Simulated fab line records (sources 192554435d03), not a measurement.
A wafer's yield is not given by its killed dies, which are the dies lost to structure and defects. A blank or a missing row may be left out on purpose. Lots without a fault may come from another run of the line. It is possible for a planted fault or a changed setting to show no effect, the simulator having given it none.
A struck lot beside a sound one -- flow n5_finfet -- 32 steps out of a route of 1938
Sound: the wafers L482.1, L482.4, L482.6. Struck: wafer L488.1. (L488.2, L488.5 of the same lot were not struck and are left out.) The cause comes at the end.
Per side, at each step with rows, come the tool, then ch with its chambers, and then its first start. Under that, the readings that differ: sound wafers -- struck wafers -- difference of the means -- sigmas: that difference in standard deviations of wafers without a fault.
alike: same words and numbers on both sides, and readings whose means sit less than 2 such deviations apart. not compared: any withheld reading, any reading some wafer has no value for, any bound like >300 that may hide the same value, and any number with overlapping values for which the record gives no deviation.
The two part at a step that has a row with sigmas, a row that says differs or no value, or rows on one side only. Numbers that don't overlap but have no deviation are shown without sigmas and don't part them. A reading missing from all wafers of one side parts the sides only when that side holds two or more wafers.

first, 7 steps without rows for these wafers: N5_BEOL_M15_COAT_22 (resist thk 800 nm); N5_BEOL_M15_EBR_24; N5_BEOL_M15_SOFTBAKE_23 (time 60 s); N5_BEOL_M15_EXPOSE_25 (exposes mask M15, target cd 400 nm); N5_BEOL_M15_PEB_26 (peb time 90 s); N5_BEOL_M15_DEVELOP_27 (develop time 45 s); N5_BEOL_M15_HARDBAKE_32 (time 120 s).
N5_BEOL_M15_CD_MEAS_28: target cd 407.6 nm.
  sound on cd_sem-03 ch 0, day 12 11:14; struck on cd_sem-01 ch 0, day 13 17:17
  alike: cd_nm
N5_BEOL_M15_OVL_MEAS_29:
  sound on overlay-01 ch 0, day 12 11:16; struck on overlay-02 ch 0, day 13 17:19
  alike: M15_OVL
N5_BEOL_M15_INSPECT_30: inspects for defects (macro).
  sound on defect_inspect-01 at day 12 11:17; struck on defect_inspect-02 at day 13 17:20
  alike: raw_defect_count
N5_BEOL_M15_DESCUM_33: chemistry O2, time 7.9 s.
  sound on rie_diel-02 ch 0,2,3, day 12 11:20; struck on rie_diel-02 ch 3, day 13 17:22
  alike: drypump_motor_current_A, oes_product_au, rf_vpp_V, showerhead_plenum_p_Torr, throttle_valve_pct
  not compared: rf_hours_counter_h
N5_BEOL_M15_ETCH_61: etches BARC in N2/H2, target depth 89 nm, overetch 26.7 nm, time 67.9 s.
  sound on rie_diel-02 ch 0,2,3, day 12 11:22; struck on rie_diel-02 ch 3, day 13 17:24
  alike: drypump_motor_current_A, oes_product_au, rf_vpp_V, showerhead_plenum_p_Torr, throttle_valve_pct
  not compared: rf_hours_counter_h
N5_BEOL_M15_TRENCH_ETCH_34: etches SiO2 in C4F8/O2/Ar, target depth 872.93 nm, time 199 s.
  sound on rie_diel-02 ch 0,2,3, day 12 11:25; struck on rie_diel-02 ch 3, day 13 17:27
reading,sound,struck,difference,sigmas
oes_product_au (a.u.),0.75 0.70 0.82,1.04,+0.28,+4
model.etch.depth_nm (nm),871.2 852.7 859.4,1252,+391,
model.coat_of_BEOL_M15_COAT_22.thk_nm (nm),545 551.4 549.4,469.8,-78.8,
  alike: drypump_motor_current_A, oes_o_777_au, rf_vpp_V, showerhead_plenum_p_Torr, throttle_valve_pct
  not compared: rf_hours_counter_h
N5_BEOL_M15_STRIP_36: strips in O2.
  sound on rie_diel-02 ch 0,1,3, day 12 12:04; struck on rie_diel-02 ch 0, day 13 18:04
reading,sound,struck,difference,sigmas
rf_vpp_V (V),3.0 3.7 3.7,5.6,+2.1,+2
  alike: drypump_motor_current_A, oes_product_au, showerhead_plenum_p_Torr, throttle_valve_pct
  not compared: rf_hours_counter_h
then, 1 step without rows for these wafers: N5_BEOL_M15_STRIP_62 (strips in O2).
N5_BEOL_M15_STRIP_37: strips in O2.
  sound on rie_diel-02 ch 0,1,3; struck on rie_diel-02 ch 0
  alike: drypump_motor_current_A, oes_product_au, rf_vpp_V, showerhead_plenum_p_Torr, throttle_valve_pct
  not compared: rf_hours_counter_h
then, 3 steps without rows for these wafers: N5_BEOL_M15_ETCH_38 (etches SiCN in CF4/N2, target depth 106.4 nm, time 120.5 s); N5_BEOL_M15_PRECLEAN_39 (cleans in residue remover, time 60 s); N5_BEOL_M15_SRD_40 (time 30 s, dry time 30 s).
N5_BEOL_M15_DEGAS_41: time 60 s.
  sound on pvd_sputter-03 at day 12 12:51; struck on pvd_sputter-02 at day 13 18:55
  alike: heater_power_w
then, 6 steps without rows for these wafers: N5_BEOL_M15_PRE_CLEAN_42 (time 30 s); N5_BEOL_M15_SPUTTER_43 (material TaN, target thk 15 nm, time 24.19 s); N5_BEOL_M15_SPUTTER_44 (material Ta, target thk 15 nm, time 24.19 s); N5_BEOL_M15_SPUTTER_45 (material Cu, target thk 100 nm, time 16.67 s); N5_BEOL_M15_ECD_47 (material Cu, target thk 1860 nm); N5_BEOL_M15_ANNEAL_48 (time 90 s).
N5_BEOL_M15_CMP_49: polishes, stops on SiO2, t overpolish 4.9 s, target thk 850 nm.
  sound on cmp-04 ch 1,2,3, day 12 13:55; struck on cmp-03 ch 3, day 13 20:11
reading,sound,struck,difference,sigmas
model.Cu_of_BEOL_M15_ECD_47.thk_nm (nm),849.2 830.2 837.2,1229,+390,
  alike: motor_current_A, platen_rpm
N5_BEOL_M15_THK_MEAS_50: measures by xrf.
  sound on film_metro-02 at day 12 14:11; struck on film_metro-01 at day 13 20:29
reading,sound,struck,difference,sigmas
M15_THK (nm),847 826 835,1230,+394,+26
then, 2 steps without rows for these wafers: N5_BEOL_M15_PRE_CLEAN_52 (time 15 s); N5_BEOL_M15_DEP_53 (deposits SiCN from 3MS/NH3, target thk 50 nm, time 17.8 s).
N5_BEOL_M15_RS_MEAS_54: measures by four-point-probe.
  sound on film_metro-02 at day 12 14:19; struck on film_metro-01 at day 13 20:37
reading,sound,struck,difference,sigmas
M15_RS (ohm/sq),0.0216 0.0221 0.0219,0.0148,-0.0071,-20
N5_BEOL_M15_INSPECT_55: inspects for defects (darkfield).
  sound on defect_inspect-02 at day 12 14:20; struck on defect_inspect-02 at day 13 20:38
reading,sound,struck,difference,sigmas
raw_defect_count,67 64 104,127,+49,+2

WHERE THEY PART
Last at N5_BEOL_M15_INSPECT_55 as far as this record goes, first at N5_BEOL_M15_TRENCH_ETCH_34.

WHY: what the simulator had put in
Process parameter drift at N5_BEOL_M15_TRENCH_ETCH_34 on rie_diel-02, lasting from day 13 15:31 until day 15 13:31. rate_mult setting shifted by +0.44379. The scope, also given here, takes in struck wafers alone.
